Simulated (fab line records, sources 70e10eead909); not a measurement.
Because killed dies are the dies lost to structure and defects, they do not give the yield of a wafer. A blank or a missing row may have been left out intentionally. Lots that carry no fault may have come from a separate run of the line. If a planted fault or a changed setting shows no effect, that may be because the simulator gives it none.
fab line records || flow nandHarc
[record] {"lots": 5, "wafers": 15, "lastDay": 32}
route steps=1302 shown P_GATE@175 END@1302
lots that met no fault: taken from a fault-free run of the same line
startH: hours from the record's opening day to when the first of the lot's shown wafers began || waitH: time in hours since the lot's previous step || " the same as in the row above || L1.1+2: several wafers, shown together as one row || - value missing, or start not given || * or withheld: withheld || < > ~ a bound
route shown NAME@n: names a module that has steps shown in the file, with the first one's number in the route || usual: average and standard deviation across the fault-free wafers || same: alike in all rows || chamber/n: place in a boat || sites: per-site readings || _std_site: standard deviation of those values || _edge_site: the outer-site mean with the inner-site mean subtracted || radiusMm: for every site, how far away it sits from the centre of the wafer || mask NAME#n: copy n || behind: the last tool/chamber to shape the wafer || hold: cause of the lot's hold/its duration in hours/its outcome || device: the n, p or np transistor that did not switch || end of line: the same wafers' tests at the end of the route || where a step has no rows: the recipe by itself || killed: dies that structure and defects cost at the first sort, which is not the same as the wafer's yield || map: the dies of a wafer, with x for killed, . for not killed, _ for no die there
set.NAME: the run value of the setting; set.NAME@STEP: its run value at that earlier step || model.NAME: the simulator's own value behind a step, which no gauge read
certain route steps with their lots: each step a table, each wafer a row
services: the hour from which a tool's chamber was out of use, counted from the record's first day as startH (under 0 if before that day), plus the number of hours and why
[[steps]]
[step NHARC_P_GATE_STRIP_75]
[recipe] {"powerW": 1500, "tempC": 250, "chemistry": "O2"}
[usual] {"drypumpMotorCurrentA": "6.0/0.31", "heaterPowerW": "326/31"}
{"lot.wafer": "L406.1", "tool": "plasmaAsher-02", "chamber": 1, "startH": 143.53, "waitH": 0.2, "drypumpMotorCurrentA": 5.9, "heaterPowerW": 327, "rfHoursCounterH": 14}
{"lot.wafer": "L406.6", "tool": "plasmaAsher-02", "chamber": 0, "startH": 143.53, "waitH": 0.2, "drypumpMotorCurrentA": 5.4, "heaterPowerW": 363, "rfHoursCounterH": "-"}
{"lot.wafer": "L406.5", "tool": "plasmaAsher-02", "chamber": 1, "startH": 143.53, "waitH": 0.2, "drypumpMotorCurrentA": 5.9, "heaterPowerW": 342, "rfHoursCounterH": "-"}
{"lot.wafer": "L413.2", "tool": "plasmaAsher-01", "chamber": 0, "startH": 206.30, "waitH": 0.3, "drypumpMotorCurrentA": 6.3, "heaterPowerW": 339, "rfHoursCounterH": 6}
{"lot.wafer": "L413.5", "tool": "plasmaAsher-01", "chamber": 0, "startH": 206.30, "waitH": 0.3, "drypumpMotorCurrentA": 6.2, "heaterPowerW": 350, "rfHoursCounterH": "-"}
{"lot.wafer": "L413.6", "tool": "plasmaAsher-01", "chamber": 1, "startH": 206.30, "waitH": 0.3, "drypumpMotorCurrentA": 6.2, "heaterPowerW": 281, "rfHoursCounterH": "-"}
{"lot.wafer": "L420.1", "tool": "plasmaAsher-01", "chamber": 0, "startH": 281.31, "waitH": 0.3, "drypumpMotorCurrentA": 6.3, "heaterPowerW": 338, "rfHoursCounterH": 24}
{"lot.wafer": "L420.2", "tool": "plasmaAsher-01", "chamber": 1, "startH": 281.31, "waitH": 0.3, "drypumpMotorCurrentA": 6.2, "heaterPowerW": 287, "rfHoursCounterH": 24}
{"lot.wafer": "L420.6", "tool": "plasmaAsher-01", "chamber": 0, "startH": 281.31, "waitH": 0.3, "drypumpMotorCurrentA": 6.3, "heaterPowerW": 340, "rfHoursCounterH": "-"}
{"lot.wafer": "L424.1", "tool": "plasmaAsher-02", "chamber": 0, "startH": 321.56, "waitH": 0.2, "drypumpMotorCurrentA": 5.4, "heaterPowerW": 356, "rfHoursCounterH": 12}
{"lot.wafer": "L424.4", "tool": "plasmaAsher-02", "chamber": 0, "startH": 321.56, "waitH": 0.2, "drypumpMotorCurrentA": 5.4, "heaterPowerW": 357, "rfHoursCounterH": "-"}
{"lot.wafer": "L424.6", "tool": "plasmaAsher-02", "chamber": 0, "startH": 321.56, "waitH": 0.2, "drypumpMotorCurrentA": 5.4, "heaterPowerW": 354, "rfHoursCounterH": "-"}
{"lot.wafer": "L426.2", "tool": "plasmaAsher-01", "chamber": 1, "startH": 338.73, "waitH": 0.2, "drypumpMotorCurrentA": 6.2, "heaterPowerW": 282, "rfHoursCounterH": 38}
{"lot.wafer": "L426.5", "tool": "plasmaAsher-01", "chamber": 0, "startH": 338.73, "waitH": 0.2, "drypumpMotorCurrentA": 6.2, "heaterPowerW": 337, "rfHoursCounterH": "-"}
{"lot.wafer": "L426.6", "tool": "plasmaAsher-01", "chamber": 1, "startH": 338.73, "waitH": 0.2, "drypumpMotorCurrentA": 6.2, "heaterPowerW": 284, "rfHoursCounterH": "-"}
[step NHARC_P_GATE_STRIP_50]
[recipe] {"timeS": 900, "tempC": 130, "chemistry": "SPM"}
[step NHARC_P_GATE_DEHYDRATE_51]
[recipe] {"tempC": 150, "timeS": 120}
[step NHARC_P_GATE_HMDS_52]
[recipe] {"timeS": 30}
[step NHARC_P_GATE_COAT_53]
[recipe] {"spinRpm": 3000}
[step NHARC_P_GATE_SOFTBAKE_54]
[recipe] {"tempC": 122, "timeS": 95}
[step NHARC_P_GATE_EBR_55]
[step NHARC_P_GATE_EXPOSE_56]
[recipe] {"na": 0.6, "targetCdNm": 720, "doseMj": 14.81, "maskId": "P_PSD"}
[step NHARC_P_GATE_PEB_57]
[recipe] {"pebTempC": 118, "pebTimeS": 85}
[step NHARC_P_GATE_DEVELOP_58]
[recipe] {"timeS": 70}
[step NHARC_P_GATE_CD_MEAS_59]
[recipe] {"targetCdNm": 720, "landingEnergyEv": 500}
[usual] {"cdNm": "721.7/2.1"}
[same] {"landingEnergyEv": 500}
{"lot.wafer": "L406.1", "tool": "cdSem-02", "chamber": 0, "startH": 144.44, "waitH": "-", "cdNm": 721.7}
{"lot.wafer": "L406.5", "tool": "cdSem-02", "chamber": 0, "startH": 144.44, "waitH": "-", "cdNm": 719.0}
{"lot.wafer": "L406.6", "tool": "cdSem-02", "chamber": 0, "startH": 144.44, "waitH": "-", "cdNm": 723.8}
{"lot.wafer": "L413.2", "tool": "cdSem-02", "chamber": 0, "startH": 207.11, "waitH": "-", "cdNm": 725.2}
{"lot.wafer": "L413.5", "tool": "cdSem-02", "chamber": 0, "startH": 207.11, "waitH": "-", "cdNm": 720.9}
{"lot.wafer": "L413.6", "tool": "cdSem-02", "chamber": 0, "startH": 207.11, "waitH": "-", "cdNm": 725.7}
{"lot.wafer": "L420.1", "tool": "cdSem-03", "chamber": 0, "startH": 282.24, "waitH": "-", "cdNm": 721.0}
{"lot.wafer": "L420.2", "tool": "cdSem-03", "chamber": 0, "startH": 282.24, "waitH": "-", "cdNm": 718.0}
{"lot.wafer": "L420.6", "tool": "cdSem-03", "chamber": 0, "startH": 282.24, "waitH": "-", "cdNm": 722.2}
{"lot.wafer": "L424.1", "tool": "cdSem-02", "chamber": 0, "startH": 322.35, "waitH": "-", "cdNm": 719.5}
{"lot.wafer": "L424.4", "tool": "cdSem-02", "chamber": 0, "startH": 322.35, "waitH": "-", "cdNm": 724.5}
{"lot.wafer": "L424.6", "tool": "cdSem-02", "chamber": 0, "startH": 322.35, "waitH": "-", "cdNm": 719.9}
{"lot.wafer": "L426.2", "tool": "cdSem-02", "chamber": 0, "startH": 339.52, "waitH": "-", "cdNm": 722.3}
{"lot.wafer": "L426.5", "tool": "cdSem-02", "chamber": 0, "startH": 339.52, "waitH": "-", "cdNm": 719.0}
{"lot.wafer": "L426.6", "tool": "cdSem-02", "chamber": 0, "startH": 339.52, "waitH": "-", "cdNm": 722.3}
[step NHARC_P_GATE_HARDBAKE_60]
[recipe] {"tempC": 125, "timeS": 80}
[step NHARC_P_GATE_DESCUM_61]
[recipe] {"timeS": 3, "o2FlowSccm": 200, "arFlowSccm": 0, "biasPowerW": 0, "chemistry": "O2"}
[usual] {"drypumpMotorCurrentA": "6.0/0.46", "oesProductAu": "0.998/0.013", "rfVppV": "57.7/0.91", "runLengthS": "23.96/0.29", "showerheadPlenumPTorr": "1.90/0.055", "throttleValvePct": "11.310/0.0091"}
[same] {"biasPowerW": 0}
{"lot.wafer": "L406.1", "tool": "rieDiel-12", "chamber": 1, "startH": 144.63, "waitH": "-", "drypumpMotorCurrentA": 6.0, "oesProductAu": 1.004, "rfHoursCounterH": 4, "rfVppV": 58.6, "runLengthS": 23.74, "showerheadPlenumPTorr": 1.89, "throttleValvePct": 11.304}
{"lot.wafer": "L406.5", "tool": "rieDiel-12", "chamber": 3, "startH": 144.63, "waitH": "-", "drypumpMotorCurrentA": 6.7, "oesProductAu": 1.010, "rfHoursCounterH": "-", "rfVppV": 56.8, "runLengthS": 24.22, "showerheadPlenumPTorr": 1.91, "throttleValvePct": 11.298}
{"lot.wafer": "L406.6", "tool": "rieDiel-12", "chamber": 0, "startH": 144.63, "waitH": "-", "drypumpMotorCurrentA": 5.5, "oesProductAu": 0.993, "rfHoursCounterH": "-", "rfVppV": 58.3, "runLengthS": 23.49, "showerheadPlenumPTorr": 1.98, "throttleValvePct": 11.310}
{"lot.wafer": "L413.2", "tool": "rieDiel-12", "chamber": 3, "startH": 207.26, "waitH": "-", "drypumpMotorCurrentA": 6.7, "oesProductAu": 0.997, "rfHoursCounterH": 8, "rfVppV": 56.3, "runLengthS": 23.69, "showerheadPlenumPTorr": 1.90, "throttleValvePct": 11.322}
{"lot.wafer": "L413.6", "tool": "rieDiel-12", "chamber": 3, "startH": 207.26, "waitH": "-", "drypumpMotorCurrentA": 6.7, "oesProductAu": 1.001, "rfHoursCounterH": "-", "rfVppV": 58.1, "runLengthS": 24.45, "showerheadPlenumPTorr": 1.90, "throttleValvePct": 11.303}
{"lot.wafer": "L413.5", "tool": "rieDiel-12", "chamber": 0, "startH": 207.26, "waitH": "-", "drypumpMotorCurrentA": 5.6, "oesProductAu": 1.002, "rfHoursCounterH": "-", "rfVppV": 56.6, "runLengthS": 25.35, "showerheadPlenumPTorr": 1.98, "throttleValvePct": 11.317}
{"lot.wafer": "L420.2", "tool": "rieDiel-09", "chamber": 0, "startH": 282.40, "waitH": "-", "drypumpMotorCurrentA": 5.7, "oesProductAu": 0.997, "rfHoursCounterH": 6, "rfVppV": 58.5, "runLengthS": 24.54, "showerheadPlenumPTorr": 1.83, "throttleValvePct": 11.302}
{"lot.wafer": "L420.1", "tool": "rieDiel-09", "chamber": 3, "startH": 282.40, "waitH": "-", "drypumpMotorCurrentA": 6.3, "oesProductAu": 1.027, "rfHoursCounterH": 6, "rfVppV": 59.1, "runLengthS": 24.48, "showerheadPlenumPTorr": 1.91, "throttleValvePct": 11.289}
{"lot.wafer": "L420.6", "tool": "rieDiel-09", "chamber": 3, "startH": 282.40, "waitH": "-", "drypumpMotorCurrentA": 6.3, "oesProductAu": 1.018, "rfHoursCounterH": "-", "rfVppV": 57.6, "runLengthS": 24.51, "showerheadPlenumPTorr": 1.91, "throttleValvePct": 11.313}
{"lot.wafer": "L424.4", "tool": "rieDiel-03", "chamber": 1, "startH": 322.52, "waitH": "-", "drypumpMotorCurrentA": 6.1, "oesProductAu": 0.989, "rfHoursCounterH": 2, "rfVppV": 57.6, "runLengthS": 24.14, "showerheadPlenumPTorr": 1.97, "throttleValvePct": 11.317}
{"lot.wafer": "L424.1", "tool": "rieDiel-03", "chamber": 3, "startH": 322.52, "waitH": "-", "drypumpMotorCurrentA": 5.8, "oesProductAu": 1.008, "rfHoursCounterH": 2, "rfVppV": 58.8, "runLengthS": 23.84, "showerheadPlenumPTorr": 1.83, "throttleValvePct": 11.301}
{"lot.wafer": "L424.6", "tool": "rieDiel-03", "chamber": 1, "startH": 322.52, "waitH": "-", "drypumpMotorCurrentA": 6.0, "oesProductAu": 0.972, "rfHoursCounterH": "-", "rfVppV": 58.4, "runLengthS": 23.88, "showerheadPlenumPTorr": 1.97, "throttleValvePct": 11.322}
{"lot.wafer": "L426.2", "tool": "rieDiel-09", "chamber": 1, "startH": 339.68, "waitH": "-", "drypumpMotorCurrentA": 6.2, "oesProductAu": 0.985, "rfHoursCounterH": 0, "rfVppV": 58.3, "runLengthS": 24.11, "showerheadPlenumPTorr": 1.94, "throttleValvePct": 11.313}
{"lot.wafer": "L426.6", "tool": "rieDiel-09", "chamber": 1, "startH": 339.68, "waitH": "-", "drypumpMotorCurrentA": 6.2, "oesProductAu": 0.983, "rfHoursCounterH": "-", "rfVppV": 58.9, "runLengthS": 24.12, "showerheadPlenumPTorr": 1.94, "throttleValvePct": 11.318}
{"lot.wafer": "L426.5", "tool": "rieDiel-09", "chamber": 2, "startH": 339.68, "waitH": "-", "drypumpMotorCurrentA": 6.0, "oesProductAu": 1.001, "rfHoursCounterH": "-", "rfVppV": 58.7, "runLengthS": 24.09, "showerheadPlenumPTorr": 1.98, "throttleValvePct": 11.308}
[step NHARC_P_GATE_IMPLANT_62]
[recipe] {"energyKev": 20, "doseCm2": 3e+15, "tiltDeg": 7}
[step NHARC_END_SORT_01]
[recipe] {"tempC": 25}
[usual] {"killedAtArray": "54/12", "killedAtOther": "0.7/1.1", "killedAtPeriphery": "3.9/2.8", "killedDies": "59/13", "killedOpen": "3.4/2", "killedShort": "2.5/1.7"}
[same] {"grossDies": 677}
{"lot.wafer": "L406.1", "tool": "prober-01", "chamber": 0, "startH": 592.91, "waitH": 2.5, "killedAtArray": 50, "killedAtOther": 0, "killedAtPeriphery": 2, "killedDies": 52, "killedOpen": 0, "killedShort": 4}
{"lot.wafer": "L406.5", "tool": "prober-01", "chamber": 0, "startH": 596.12, "waitH": 3.7, "killedAtArray": 72, "killedAtOther": 2, "killedAtPeriphery": 3, "killedDies": 77, "killedOpen": 4, "killedShort": 1}
{"lot.wafer": "L406.6", "tool": "prober-01", "chamber": 0, "startH": 596.92, "waitH": 4.0, "killedAtArray": 69, "killedAtOther": 0, "killedAtPeriphery": 7, "killedDies": 76, "killedOpen": 5, "killedShort": 1}
{"lot.wafer": "L413.2", "tool": "prober-02", "chamber": 0, "startH": 652.63, "waitH": 2.8, "killedAtArray": 58, "killedAtOther": 1, "killedAtPeriphery": 1, "killedDies": 60, "killedOpen": 0, "killedShort": 0}
{"lot.wafer": "L413.5", "tool": "prober-02", "chamber": 0, "startH": 655.04, "waitH": 3.7, "killedAtArray": 49, "killedAtOther": 1, "killedAtPeriphery": 4, "killedDies": 54, "killedOpen": 4, "killedShort": 1}
{"lot.wafer": "L413.6", "tool": "prober-02", "chamber": 0, "startH": 655.84, "waitH": 4.0, "killedAtArray": 57, "killedAtOther": 0, "killedAtPeriphery": 0, "killedDies": 57, "killedOpen": 5, "killedShort": 2}
{"lot.wafer": "L420.1", "tool": "prober-02", "chamber": 0, "startH": 735.03, "waitH": 2.5, "killedAtArray": 52, "killedAtOther": 0, "killedAtPeriphery": 1, "killedDies": 53, "killedOpen": 6, "killedShort": 0}
{"lot.wafer": "L420.2", "tool": "prober-02", "chamber": 0, "startH": 735.83, "waitH": 2.8, "killedAtArray": 45, "killedAtOther": 0, "killedAtPeriphery": 3, "killedDies": 48, "killedOpen": 3, "killedShort": 2}
{"lot.wafer": "L420.6", "tool": "prober-02", "chamber": 0, "startH": 739.01, "waitH": 4.0, "killedAtArray": 61, "killedAtOther": 0, "killedAtPeriphery": 4, "killedDies": 65, "killedOpen": 3, "killedShort": 1}
{"lot.wafer": "L424.1", "tool": "prober-01", "chamber": 0, "startH": 761.45, "waitH": 2.5, "killedAtArray": 47, "killedAtOther": 1, "killedAtPeriphery": 5, "killedDies": 53, "killedOpen": 3, "killedShort": 2}
{"lot.wafer": "L424.4", "tool": "prober-01", "chamber": 0, "startH": 763.84, "waitH": 3.4, "killedAtArray": 43, "killedAtOther": 1, "killedAtPeriphery": 1, "killedDies": 45, "killedOpen": 3, "killedShort": 2}
{"lot.wafer": "L424.6", "tool": "prober-01", "chamber": 0, "startH": 765.44, "waitH": 4.0, "killedAtArray": 47, "killedAtOther": 0, "killedAtPeriphery": 0, "killedDies": 47, "killedOpen": 4, "killedShort": 2}
{"lot.wafer": "L426.2", "tool": "prober-02", "chamber": 0, "startH": 774.59, "waitH": 2.9, "killedAtArray": 43, "killedAtOther": 2, "killedAtPeriphery": 0, "killedDies": 45, "killedOpen": 2, "killedShort": 2}
{"lot.wafer": "L426.5", "tool": "prober-02", "chamber": 0, "startH": 776.99, "waitH": 3.7, "killedAtArray": 49, "killedAtOther": 2, "killedAtPeriphery": 2, "killedDies": 53, "killedOpen": 3, "killedShort": 4}
{"lot.wafer": "L426.6", "tool": "prober-02", "chamber": 0, "startH": 777.79, "waitH": 4.0, "killedAtArray": 48, "killedAtOther": 1, "killedAtPeriphery": 5, "killedDies": 54, "killedOpen": 9, "killedShort": 3}
// killed by level:class
L406.1 A_CHANNEL_HOLE_D1:chamberFilmFlake=19 A_CHANNEL_HOLE_D2:chamberFilmFlake=18 A_CONTACT:chamberFilmFlake=4 A_WL_FILL:geometricParticle:short=2 P_STI:chamberFilmFlake=2 A_CHANNEL_FILL_D2:chamberFilmFlake=2 A_STAIRCASE:chamberFilmFlake=2 A_ONON_D2:geometricParticle:short=1
L406.5 A_CHANNEL_HOLE_D2:chamberFilmFlake=30 A_CHANNEL_HOLE_D1:chamberFilmFlake=26 A_CONTACT:chamberFilmFlake=6 A_DECK1_JOINT:chamberFilmFlake=3 A_WL_FILL:geometricParticle:open=2 P_STI:chamberFilmFlake=2 A_CHANNEL_FILL_D2:chamberFilmFlake=2 P_M1:geometricParticle:open=1
L406.6 A_CHANNEL_HOLE_D1:chamberFilmFlake=29 A_CHANNEL_HOLE_D2:chamberFilmFlake=25 P_STI:chamberFilmFlake=5 A_CONTACT:chamberFilmFlake=5 A_DECK1_JOINT:chamberFilmFlake=2 A_STAIRCASE:chamberFilmFlake=2 P_CONTACT:geometricParticle:open=1 P_M0:geometricParticle:short=1
L413.2 A_CHANNEL_HOLE_D1:chamberFilmFlake=34 A_CHANNEL_HOLE_D2:chamberFilmFlake=14 A_STAIRCASE:chamberFilmFlake=4 A_CONTACT:chamberFilmFlake=3 A_CHANNEL_FILL_D1:chamberFilmFlake=2 P_GATE:chamberFilmFlake=1 A_SGD_CUT:chamberFilmFlake=1 THIN_TSV:chamberFilmFlake=1
L413.5 A_CHANNEL_HOLE_D1:chamberFilmFlake=23 A_CHANNEL_HOLE_D2:chamberFilmFlake=16 A_STAIRCASE:chamberFilmFlake=2 A_CHANNEL_FILL_D1:chamberFilmFlake=2 P_CONTACT:geometricParticle:open=1 P_M2:geometricParticle:open=1 A_CHANNEL_FILL_D1:geometricParticle:open=1 A_CHANNEL_FILL_D2:geometricParticle:short=1
L413.6 A_CHANNEL_HOLE_D1:chamberFilmFlake=29 A_CHANNEL_HOLE_D2:chamberFilmFlake=13 A_CHANNEL_FILL_D1:chamberFilmFlake=4 A_DECK1_JOINT:geometricParticle:short=1 A_ONON_D2:geometricParticle:open=1 A_CHANNEL_FILL_D2:geometricParticle:open=1 A_WL_FILL:geometricParticle:short=1 A_WL_FILL:geometricParticle:open=1
L420.1 A_SLIT:chamberFilmFlake=26 A_CONTACT:chamberFilmFlake=8 A_CHANNEL_HOLE_D2:chamberFilmFlake=5 A_CHANNEL_HOLE_D1:chamberFilmFlake=2 A_DECK1_JOINT:chamberFilmFlake=2 A_CHANNEL_FILL_D2:chamberFilmFlake=2 P_CONTACT:geometricParticle:open=1 A_ONON_D1:geometricParticle:open=1
L420.2 A_SLIT:chamberFilmFlake=22 A_CHANNEL_HOLE_D2:chamberFilmFlake=8 A_CHANNEL_HOLE_D1:chamberFilmFlake=5 P_GATE:geometricParticle:open=2 A_DECK1_JOINT:chamberFilmFlake=2 A_STAIRCASE:chamberFilmFlake=2 A_CONTACT:chamberFilmFlake=2 A_CHANNEL_FILL_D1:geometricParticle:short=1
L420.6 A_SLIT:chamberFilmFlake=24 A_CHANNEL_HOLE_D1:chamberFilmFlake=15 A_CHANNEL_HOLE_D2:chamberFilmFlake=11 A_CONTACT:chamberFilmFlake=4 A_DECK1_JOINT:chamberFilmFlake=3 P_CONTACT:geometricParticle:open=2 A_SGD_CUT:chamberFilmFlake=2 A_CHANNEL_FILL_D1:geometricParticle:open=1
L424.1 A_CHANNEL_HOLE_D1:chamberFilmFlake=20 A_SLIT:chamberFilmFlake=11 A_CHANNEL_HOLE_D2:chamberFilmFlake=6 A_CONTACT:chamberFilmFlake=4 A_WL_FILL:geometricParticle:short=2 P_STI:chamberFilmFlake=2 P_GATE:chamberFilmFlake=2 P_M1:geometricParticle:open=1
L424.4 A_CHANNEL_HOLE_D1:chamberFilmFlake=14 A_SLIT:chamberFilmFlake=9 A_CONTACT:chamberFilmFlake=8 A_STAIRCASE:chamberFilmFlake=4 A_CHANNEL_HOLE_D2:chamberFilmFlake=3 A_ONON_D2:geometricParticle:open=1 A_ONON_D2:geometricParticle:short=1 A_SGD_CUT:geometricParticle:open=1
L424.6 A_CHANNEL_HOLE_D1:chamberFilmFlake=16 A_CONTACT:chamberFilmFlake=10 A_SLIT:chamberFilmFlake=9 A_CHANNEL_HOLE_D2:chamberFilmFlake=5 A_ONON_D1:geometricParticle:short=1 A_DECK1_JOINT:geometricParticle:open=1 A_CHANNEL_HOLE_D2:geometricParticle:open=1 A_CHANNEL_FILL_D2:geometricParticle:open=1
L426.2 A_SLIT:chamberFilmFlake=28 A_CONTACT:chamberFilmFlake=5 A_M1:chamberFilmFlake=5 THIN_TSV:chamberFilmFlake=2 A_ONON_D1:geometricParticle:open=1 A_CHANNEL_FILL_D1:geometricParticle:short=1 A_SGD_CUT:geometricParticle:open=1 A_CONTACT:geometricParticle:short=1
L426.5 A_SLIT:chamberFilmFlake=27 A_CONTACT:chamberFilmFlake=7 A_CHANNEL_HOLE_D1:chamberFilmFlake=2 A_WL_FILL:chamberFilmFlake=2 A_M1:chamberFilmFlake=2 THIN_TSV:chamberFilmFlake=2 P_CONTACT:geometricParticle:open=1 A_ONON_D1:geometricParticle:short=1
L426.6 A_SLIT:chamberFilmFlake=28 A_CONTACT:chamberFilmFlake=7 A_WL_FILL:geometricParticle:open=3 A_M1:chamberFilmFlake=2 P_CONTACT:geometricParticle:open=1 P_CONTACT:geometricParticle:short=1 P_M0:geometricParticle:open=1 P_M1:geometricParticle:short=1
[[services]]
{"tool": "rieDiel-09", "chamber": 2, "startH": 121.83, "hours": 23.1, "kind": "repair"}
{"tool": "rieDiel-03", "chamber": 3, "startH": 143.02, "hours": 5.1, "kind": "repair"}
{"tool": "rieDiel-09", "chamber": "-", "startH": 143.10, "hours": 9.0, "kind": "pm"}
{"tool": "rieDiel-03", "chamber": 1, "startH": 144.61, "hours": 4.3, "kind": "repair"}
{"tool": "plasmaAsher-01", "chamber": "-", "startH": 165.07, "hours": 9.0, "kind": "pm"}
{"tool": "plasmaAsher-01", "chamber": 0, "startH": 165.07, "hours": 9.0, "kind": "ventCycle"}
{"tool": "plasmaAsher-01", "chamber": 1, "startH": 165.07, "hours": 9.0, "kind": "ventCycle"}
{"tool": "plasmaAsher-01", "chamber": 0, "startH": 174.07, "hours": "-", "kind": "clean"}
{"tool": "plasmaAsher-01", "chamber": 1, "startH": 174.07, "hours": "-", "kind": "clean"}
{"tool": "rieDiel-09", "chamber": 1, "startH": 176.05, "hours": 6.8, "kind": "repair"}
{"tool": "rieDiel-12", "chamber": "-", "startH": 178.74, "hours": 0.9, "kind": "repair"}
{"tool": "rieDiel-03", "chamber": 1, "startH": 214.61, "hours": 2.2, "kind": "repair"}
{"tool": "rieDiel-03", "chamber": "-", "startH": 215.09, "hours": 1.3, "kind": "repair"}
{"tool": "rieDiel-09", "chamber": 3, "startH": 225.95, "hours": 7.5, "kind": "repair"}
{"tool": "plasmaAsher-02", "chamber": "-", "startH": 244.99, "hours": 0.8, "kind": "repair"}
{"tool": "rieDiel-09", "chamber": 3, "startH": 246.88, "hours": 4.9, "kind": "repair"}
{"tool": "plasmaAsher-02", "chamber": "-", "startH": 249.00, "hours": 9.0, "kind": "pm"}
{"tool": "rieDiel-03", "chamber": 3, "startH": 258.41, "hours": 12.7, "kind": "repair"}
{"tool": "rieDiel-12", "chamber": "-", "startH": 268.40, "hours": 9.0, "kind": "pm"}
{"tool": "rieDiel-09", "chamber": 1, "startH": 278.84, "hours": 10.1, "kind": "repair"}
{"tool": "rieDiel-03", "chamber": "-", "startH": 281.38, "hours": 9.0, "kind": "pm"}
{"tool": "plasmaAsher-02", "chamber": "-", "startH": 282.36, "hours": 2.7, "kind": "repair"}
{"tool": "rieDiel-09", "chamber": "-", "startH": 320.10, "hours": 9.0, "kind": "pm"}
{"tool": "rieDiel-12", "chamber": "-", "startH": 328.39, "hours": 0.2, "kind": "repair"}
[[key]]
[firstSign] {"step": "NHARC_P_GATE_DESCUM_61", "reading": "runLengthS", "direction": "up", "sigmas": 4.8, "usual": "*", "struck": "*"}
effect none on later readings
metAt NHARC_P_GATE_DESCUM_61
struckWafers L413.5
testerLeftOut L413
onsetBetween 144.63 207.26
[fault] {"kind": "processParameterDrift", "tool": "rieDiel-12", "chamber": 0, "onsetH": 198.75, "steps": "NHARC_P_GATE_DESCUM_61", "channel": "timeS", "offset": "*", "shape": "step", "endH": 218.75, "actsIn": "*", "stated": "*"}
// testerLeftOut: of these lots the tester's yield and bins aren't shown, on N5 and GAA mostly nor the transistor test; their killed dies are dies lost to structure and defects alone, not to doping, threshold or leakage, so they don't give the yield
